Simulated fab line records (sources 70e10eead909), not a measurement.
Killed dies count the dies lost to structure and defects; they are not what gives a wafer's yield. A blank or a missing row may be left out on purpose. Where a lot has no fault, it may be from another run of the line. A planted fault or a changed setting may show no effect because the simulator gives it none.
fab line records | flow nandHarc
[record] lots = 7 | wafers = 21 | lastDay = 33
route steps=1302 shown P_BONDPAD@351
lots that met no fault: from a run of the same line without faults
startH: hours from the record's first day to the start of the lot's first wafer shown | waitH: time in hours since the lot's previous step | " the same as in the row above | L1.1+2: a single row standing in for several wafers | - value missing, or start not given | * or withheld: withheld | < > ~ a bound
route shown NAME@n: names a module that has steps shown in the file, with the first one's number in the route | usual: the fault-free wafers' mean and standard deviation | same: alike in all rows | chamber/n: place in a boat | sites: per-site readings | _std_site: standard deviation of those values | _edge_site: the outer-site mean with the inner-site mean subtracted | radiusMm: for every site, how far away it sits from the centre of the wafer | mask NAME#n: copy n | behind: the tool/chamber that last shaped the wafer | hold: cause of the lot's hold/its duration in hours/its outcome | device: the n, p or np transistor that did not switch | end of line: the route-end tests of the same wafers | for a step that has no rows: nothing shown but its recipe | killed: dies lost to structure and defects at the first sort, not the wafer's yield | map: per-die view of a wafer (x killed, . not killed, _ where there is no die)
set.NAME: the run value of the setting; set.NAME@STEP: its run value at that earlier step | model.NAME: the simulator's own value behind a step, which no gauge read
certain route steps with their lots: each step a table, each wafer a row
services: from which hour (startH, from the record's first day; less than 0 if before it) a tool's chamber was out of use, for how many hours, and why
[[steps]]
[step NHARC_P_BONDPAD_DEP_00]
[recipe] targetThkA = 2500 | tempC = 370 | targetThkNm = 250 | pressureTorr = 3 | flowSccm = 200 | rfW = 450 | material = SiCN
[usual] chamberPressureTorr = 3.000/0.0064 | heaterPowerW = 558/79
lot.wafer | tool     | chamber | startH | waitH | chamberPressureTorr | heaterPowerW | sinceWetCleanH
L686.2    | pecvd-03 | 0       | 161.97 | -     | 3.001               | 516          | 145
L686.6    | "        | 1       | "      | "     | 3.009               | 508          | -
L686.5    | "        | 2       | "      | "     | 3.004               | 441          | -
L689.3    | pecvd-02 | 0       | -      | -     | 2.992               | 565          | 132
L689.1    | "        | 2       | "      | "     | 3.001               | 480          | 132
L689.6    | "        | 1       | "      | "     | 2.996               | 431          | -
L690.2    | pecvd-02 | 1       | 212.87 | -     | 3.005               | 486          | 153
L690.6    | "        | 1       | "      | "     | 3.000               | 500          | -
L690.5    | "        | 2       | "      | "     | 2.993               | 531          | -
L691.3    | pecvd-02 | 0       | -      | -     | 3.011               | 567          | 158
L691.6    | "        | 2       | "      | "     | 2.995               | 538          | -
L691.4    | "        | 1       | "      | "     | 3.016               | 506          | -
L701.3    | pecvd-02 | 1       | 310.99 | -     | 2.996               | 543          | 71
L701.1    | "        | 2       | "      | "     | 2.999               | 490          | 71
L701.5    | "        | 2       | "      | "     | 2.993               | 518          | -
L704.2    | pecvd-03 | 1       | -      | -     | 2.999               | 514          | 141
L704.6    | "        | 0       | "      | "     | 2.998               | 558          | -
L704.4    | "        | 1       | "      | "     | 3.010               | 528          | -
L706.1    | pecvd-02 | 1       | 361.04 | -     | 2.998               | 474          | 121
L706.5    | "        | 1       | "      | "     | 2.996               | 491          | -
L706.6    | "        | 2       | "      | "     | 3.006               | 523          | -
[step NHARC_P_BONDPAD_CMP_32]
[recipe] targetThkNm = 200 | material = SiCN
[usual] edgeZonePressureFrac = 1.001/0.0053 | motorCurrentA = 11.7/1.3
lot.wafer | tool   | chamber | startH | waitH | edgeZonePressureFrac | motorCurrentA
L686.2    | cmp-03 | 2       | 162.38 | -     | 1.011                | 13.2
L686.6    | "      | 2       | "      | "     | 1.011                | 13.1
L686.5    | "      | 3       | "      | "     | 1.001                | 9.6
L689.3    | cmp-01 | 1       | 191.59 | -     | 0.988                | 11.4
L689.1    | "      | 2       | "      | "     | 0.999                | 12.0
L689.6    | "      | 0       | "      | "     | 1.001                | 13.2
L690.2    | cmp-04 | 1       | 213.31 | -     | 1.002                | 14.3
L690.5    | "      | 0       | "      | "     | 1.004                | 10.4
L690.6    | "      | 1       | "      | "     | 1.002                | 14.9
L691.3    | cmp-04 | 2       | 217.90 | -     | 0.999                | 11.6
L691.4    | "      | 3       | "      | "     | 0.997                | 11.4
L691.6    | "      | 1       | "      | "     | 1.007                | 14.0
L701.3    | cmp-04 | 3       | 311.42 | -     | 0.992                | 11.5
L701.1    | "      | 0       | "      | "     | 1.006                | 10.6
L701.5    | "      | 3       | "      | "     | 0.997                | 11.4
L704.4    | cmp-03 | 2       | 339.54 | -     | 1.009                | 12.8
L704.2    | "      | 3       | "      | "     | 0.996                | 9.3
L704.6    | "      | 2       | "      | "     | 1.013                | 13.1
L706.1    | cmp-03 | 3       | 361.47 | -     | 0.993                | 9.4
L706.6    | "      | 2       | "      | "     | 1.009                | 12.7
L706.5    | "      | 3       | "      | "     | 1.005                | 9.6
[step NHARC_P_BONDPAD_THK_MEAS_33]
[recipe] thkMeasGauge = ellipsometry
[usual] thkNm = 200.3/1.9
lot.wafer | tool         | chamber | startH | waitH | thkNm
L686.2    | filmMetro-01 | -       | 162.63 | 0.2   | 200.2
L686.5    | "            | -       | "      | "     | 198.2
L686.6    | "            | -       | "      | "     | 200.7
L689.1    | filmMetro-01 | -       | 191.81 | 0.2   | 203.9
L689.3    | "            | -       | "      | "     | 200.0
L689.6    | "            | -       | "      | "     | 202.6
L690.2    | filmMetro-01 | -       | 213.53 | 0.2   | 199.8
L690.5    | "            | -       | "      | "     | 199.8
L690.6    | "            | -       | "      | "     | 198.8
L691.3    | filmMetro-01 | -       | 218.13 | 0.2   | 198.1
L691.4    | "            | -       | "      | "     | 199.1
L691.6    | "            | -       | "      | "     | 196.7
L701.1    | filmMetro-01 | -       | 311.65 | 0.2   | 198.6
L701.3    | "            | -       | "      | "     | 200.4
L701.5    | "            | -       | "      | "     | 201.3
L704.2    | filmMetro-01 | -       | 339.79 | 0.2   | 197.0
L704.4    | "            | -       | "      | "     | 201.7
L704.6    | "            | -       | "      | "     | 199.5
L706.1    | filmMetro-01 | -       | 361.70 | 0.2   | 200.0
L706.5    | "            | -       | "      | "     | 196.9
L706.6    | "            | -       | "      | "     | 202.4
[step NHARC_P_BONDPAD_SRD_34]
[step NHARC_P_BONDPAD_DEHYDRATE_01]
[recipe] tempC = 150 | timeS = 120
[step NHARC_P_BONDPAD_HMDS_02]
[recipe] timeS = 30
[step NHARC_P_BONDPAD_COAT_36]
[recipe] tempC = 200 | timeS = 65
[step NHARC_P_BONDPAD_COAT_03]
[recipe] spinRpm = 2000 | resistThkNm = 600
[step NHARC_P_BONDPAD_SOFTBAKE_04]
[recipe] tempC = 125 | timeS = 70
[step NHARC_P_BONDPAD_EBR_05]
[step NHARC_P_BONDPAD_EXPOSE_06]
[recipe] na = 0.55 | doseMj = 37.06 | maskId = P_BPAD
[step NHARC_P_BONDPAD_PEB_07]
[recipe] pebTempC = 128 | pebTimeS = 80
[step NHARC_P_BONDPAD_DEVELOP_08]
[recipe] timeS = 50 | devTempC = 22
[usual] chillPlateTempC = 23.00/0.12 | developerTempC = 22.02/0.12
lot.wafer | tool          | chamber | startH | waitH | chillPlateTempC | developerTempC
L686.2    | lithoTrack-02 | 0       | 163    | -     | 23.05           | 22.11
L686.5    | "             | 0       | "      | "     | 22.86           | 22.22
L686.6    | "             | 0       | "      | "     | 23.03           | 21.88
L689.1    | lithoTrack-07 | -       | 192    | -     | -               | -
L689.3    | "             | -       | "      | "     | -               | -
L689.6    | "             | -       | "      | "     | -               | -
L690.2    | lithoTrack-07 | -       | 214    | -     | -               | -
L690.5    | "             | -       | "      | "     | -               | -
L690.6    | "             | -       | "      | "     | -               | -
L691.3    | lithoTrack-07 | -       | 218    | -     | -               | -
L691.4    | "             | -       | "      | "     | -               | -
L691.6    | "             | -       | "      | "     | -               | -
L701.1    | lithoTrack-07 | 0       | 312    | -     | 22.93           | 22.01
L701.3    | "             | 0       | "      | "     | 23.02           | 21.90
L701.5    | "             | 0       | "      | "     | 22.94           | 22.06
L704.2    | lithoTrack-02 | 0       | 340    | -     | 23.05           | 22.09
L704.4    | "             | 0       | "      | "     | 23.09           | 22.09
L704.6    | "             | 0       | "      | "     | 22.96           | 21.87
L706.1    | lithoTrack-02 | 0       | 362    | -     | 22.79           | 22.00
L706.5    | "             | 0       | "      | "     | 22.78           | 21.82
L706.6    | "             | 0       | "      | "     | 22.99           | 21.98
[step NHARC_P_BONDPAD_CD_MEAS_09]
[recipe] targetCdNm = 500 | landingEnergyEv = 500
[usual] cdNm = 499/3.1
[same] landingEnergyEv = 500
lot.wafer | tool     | chamber | startH | waitH | cdNm
L686.2    | cdSem-02 | 0       | 163.19 | -     | 497
L686.5    | "        | 0       | "      | "     | 494
L686.6    | "        | 0       | "      | "     | 495
L689.1    | cdSem-02 | 0       | 192.38 | -     | 499
L689.3    | "        | 0       | "      | "     | 496
L689.6    | "        | 0       | "      | "     | 498
L690.2    | cdSem-02 | 0       | 214.10 | -     | 502
L690.5    | "        | 0       | "      | "     | 502
L690.6    | "        | 0       | "      | "     | 496
L691.3    | cdSem-01 | 0       | 218.57 | -     | 501
L691.4    | "        | 0       | "      | "     | 503
L691.6    | "        | 0       | "      | "     | 503
L701.1    | cdSem-03 | 0       | 312.09 | -     | 502
L701.3    | "        | 0       | "      | "     | 499
L701.5    | "        | 0       | "      | "     | 495
L704.2    | cdSem-02 | 0       | 340.36 | -     | 501
L704.4    | "        | 0       | "      | "     | 502
L704.6    | "        | 0       | "      | "     | 493
L706.1    | cdSem-02 | 0       | 362.13 | -     | 501
L706.5    | "        | 0       | "      | "     | 502
L706.6    | "        | 0       | "      | "     | 501
[[services]]
tool          | chamber | startH | hours | kind
pecvd-03      | 0       | 138.96 | 10.2  | repair
pecvd-02      | -       | 144.82 | 1.4   | repair
cmp-04        | -       | 155.29 | 2.4   | repair
cmp-01        | -       | 184.40 | 1.3   | repair
pecvd-03      | -       | 185.25 | 13.0  | pm
cmp-01        | -       | 187.24 | 4.0   | pm
cmp-01        | -       | 192.13 | 1.8   | repair
cmp-03        | -       | 197.01 | 4.0   | pm
cmp-03        | -       | 206.98 | 0.6   | repair
cmp-04        | -       | 209.00 | 4.0   | pm
cmp-01        | -       | 212.52 | 1.5   | repair
lithoTrack-02 | -       | 227.00 | 7.0   | pm
pecvd-02      | -       | 227.45 | 13.0  | pm
cmp-03        | -       | 244.37 | 1.5   | repair
lithoTrack-07 | -       | 251.00 | 7.0   | pm
pecvd-02      | 0       | 252.44 | 8.4   | repair
cmp-01        | -       | 285.24 | 4.0   | pm
cmp-03        | -       | 295.01 | 4.0   | pm
pecvd-02      | 2       | 302.02 | 4.3   | repair
cmp-04        | -       | 307.00 | 4.0   | pm
cmp-01        | -       | 319.00 | 0.9   | repair
cmp-03        | -       | 342.02 | 0.4   | repair
pecvd-02      | 2       | 343.99 | 4.8   | repair
pecvd-03      | -       | 349.53 | 1.3   | repair
[[key]]
[firstSign] step = NHARC_P_BONDPAD_DEVELOP_08 | reading = toolRecord | direction = missing
effect none on later readings
metAt NHARC_P_BONDPAD_DEVELOP_08
struckWafers L689.1,L689.3,L689.6,L690.2,L690.5,L690.6,L691.3,L691.4,L691.6
sortLeftOut L689.1,L689.3,L689.6,L690.2,L690.5,L690.6,L691.3,L691.4,L691.6
[fault] kind = skippedStepWhole | tool = lithoTrack-07 | chamber = - | onsetH = 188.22 | steps = NHARC_P_BONDPAD_DEVELOP_08 | scope = struckLotsOnly
// sortLeftOut: the simulated sort isn't trusted on such a fault, so these wafers' sort isn't shown, and their yield isn't known
